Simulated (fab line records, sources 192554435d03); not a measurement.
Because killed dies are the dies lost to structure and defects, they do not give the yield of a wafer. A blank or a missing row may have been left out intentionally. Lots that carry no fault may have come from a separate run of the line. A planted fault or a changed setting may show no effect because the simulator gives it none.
The same fault as seen by 3 desks | flow n5 finfet | each desk holds nothing but its own numbers, with what lay behind them at the end

## THE DEFECT DESK
Inspection counts along the route, by lot: the mean over sampled wafers that carry a number. If a lot's mean is further than 4 standard deviations from the usual mean, the lot is out of limits and carries the mark OUT (the distance appears in the brackets).
Columns: A = raw defect count at N5_BEOL_M10_INSPECT_30, usual 392
lot  | first seen here | A
L694 | day 12 03:43    | 318
L696 | day 12 21:19    | 532
L699 | day 13 09:59    | 485
L700 | day 13 17:22    | 504
L707 | day 15 06:27    | 372
L709 | day 15 19:54    | 340
L710 | day 16 06:21    | 437
This desk found nothing out of limits on any of the 7 lots.

## FROM THE METROLOGY DESK
What the gauges read, lot by lot, whatever tool the lot ran on: means of the sampled wafers that have a number. If a lot's mean is further than 4 standard deviations from the usual mean, the lot is out of limits and carries the mark OUT (the distance appears in the brackets).
Columns: A = cd nm at N5_BEOL_M10_CD_MEAS_28, usual 70.0 nm; B = V9_OVL at N5_BEOL_M10_OVL_MEAS_29, usual -0.2 nm
lot  | first seen here | A    | B
L694 | day 12 03:40    | 71.9 | 0.4
L696 | day 12 21:16    | 70.1 | -0.1
L699 | day 13 09:55    | 70.8 | -0.2
L700 | day 13 17:19    | 69.5 | -0.8
L707 | day 15 06:23    | 69.4 | -0.0
L709 | day 15 19:50    | 69.0 | 0.2
L710 | day 16 06:18    | 69.8 | -0.1
This desk found nothing out of limits on any of the 7 lots.

## TOOL OWNER'S DESK, rie diel-05
The tool's own readings at N5_BEOL_M10_ETCH_41 (etches SiCN in CH3F/O2, target depth 42.6 nm, time 86 s): means of the sampled wafers that have a number, for each lot that ran on this tool. If a lot's mean is further than 4 standard deviations from the usual mean, the lot is out of limits and carries the mark OUT (the distance appears in the brackets).
Columns: A = drypump motor current A at N5_BEOL_M10_ETCH_41, usual 5.7 A; B = oes product au at N5_BEOL_M10_ETCH_41, usual 0.80 a.u.; C = rf vpp V at N5_BEOL_M10_ETCH_41, usual 297.7 V; D = showerhead plenum p Torr at N5_BEOL_M10_ETCH_41, usual 2.02 Torr; E = throttle valve pct at N5_BEOL_M10_ETCH_41, usual 16.29 %
lot  | first seen here | A   | B    | C     | D    | E
L694 | day 12 04:07    | 5.6 | 0.80 | 297.3 | 1.98 | 16.11
L707 | day 15 06:50    | 5.4 | 0.93 | 299.0 | 2.07 | 16.35
L709 | day 15 20:17    | 5.5 | 0.91 | 299.4 | 2.11 | 16.24
L710 | day 16 06:47    | 5.4 | 0.85 | 296.5 | 1.98 | 16.43
This desk found nothing out of limits on any of the 4 lots.

## PUT TOGETHER
The defect desk saw nothing out of limits.
Nothing out of limits was seen by the metrology desk.
The tool owner's desk saw nothing out of limits.

## WHAT THE SIMULATOR PUT IN
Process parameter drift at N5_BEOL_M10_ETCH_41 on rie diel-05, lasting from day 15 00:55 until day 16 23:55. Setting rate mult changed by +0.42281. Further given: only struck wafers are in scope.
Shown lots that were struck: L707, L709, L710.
